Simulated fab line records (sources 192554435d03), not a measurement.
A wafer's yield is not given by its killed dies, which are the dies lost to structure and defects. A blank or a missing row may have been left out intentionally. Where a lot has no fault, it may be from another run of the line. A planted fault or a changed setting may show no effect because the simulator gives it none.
Problem report in the 8D (eight disciplines) form, filled by code    flow n5 finfet    the parts of the form that need people (team, actions taken, sign-off) are left out

## 1. THE PROBLEM
Wafers without a fault read 14, standard deviation 5.6; killed_at_M4_up at N5_PASSIVATION_PROBE_49 reads a mean of 124 on 6 wafers belonging to 2 lots. That puts it +20 standard deviations away from the usual mean.
Seen first at day 16 11:56 on prober-01, wafer L389.1. Wafers with a number at this step in the record: 33, from 11 lots. The rule behind "out" and "out of limits": a value lying over 4 standard deviations away from the usual mean. The other wafers with a number count as sound.

## 2. WHAT IT IS, AND WHAT IT ISN'T
question                     is                                                                                                    is not
which readings at this step  killed_at_M4_up, defect limited yield, killed dies, sort_bin_5_function, sort n pass, sort yield pct  killed_at_M0_to_M3, killed at contacts, killed at front end, killed at other, killed open, killed short, sort_bin_8_speed
which lots                   L389, L391                                                                                            L374, L375, L376, L379, L381, L382, L386, L394, L397
which wafers of those lots   all that have a number                                                                                -
read on which tools          prober-01, prober-02                                                                                  -
when                         from day 16 11:56                                                                                     up to then (21 sound wafers); but 6 sound wafers of L394, L397 came after

## 3. WHAT RULES OUT EACH SUSPECT
Counting: a tool stays on the suspect list if, at a process step up to the reading, it processed all lots that are out and no sound lot following the first of them.
- wet bench-01 at N5_BEOL_M5_PRECLEAN_42 (cleans in residue remover, time 60 s): ruled out as a lasting fault. After its first lot that is out, L389 (day 12 11:56), sound lots L397 ran on it.
- rie metal-02 at N5_PASSIVATION_AL_ETCH_33 (etches Al in Cl2/BCl3, stops on TaN, target depth 2800 nm, time 466.7 s): kept. It processed each lot that is out, first L389 at day 16 07:09, and no sound lot thereafter; up to then, the last sound lot it processed was L382 at day 14 11:24.
The count leaves rie metal-02 at N5_PASSIVATION_AL_ETCH_33.

## 4. THE CAUSE (what the simulator had put in)
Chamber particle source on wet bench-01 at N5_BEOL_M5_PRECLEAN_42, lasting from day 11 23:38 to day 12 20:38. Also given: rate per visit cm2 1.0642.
Counting ruled it out, wrongly: the rule takes a fault to strike every lot that its tool runs from its start on, and this one did not.

## 5. THE CHAIN OF EFFECTS, in route order
Each row: a reading where the mean over the struck wafers with a number is more than 3 standard deviations away from the usual. Only readings for which the record gives a usual standard deviation are gone through. hours: the time from each lot's start at the first step in this table that gives one to its start at this step, as a median over the lots. sigmas: the change in usual standard deviations.
hours  step                     reading               usual   on struck wafers  change  sigmas
0      N5_PASSIVATION_PROBE_49  defect limited yield  91.4 %  82.1              -9.3    -7.2
0      N5_PASSIVATION_PROBE_49  killed_at_M4_up       14      124               +110    +20
0      N5_PASSIVATION_PROBE_49  killed dies           101     211               +110    +7.3
0      N5_PASSIVATION_PROBE_49  sort_bin_5_function   5.0 %   11.3              +6.3    +7.8
0      N5_PASSIVATION_PROBE_49  sort n pass           1079    969               -110    -7.4
0      N5_PASSIVATION_PROBE_49  sort yield pct        91.4 %  82.1              -9.3    -7.2
It contains these process steps:
- N5_PASSIVATION_PROBE_49

## 6. WHAT WOULD HAVE CAUGHT IT SOONER
First out-of-limits reading in this record: day 16 11:56, which is 108 hours after fault onset at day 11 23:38.
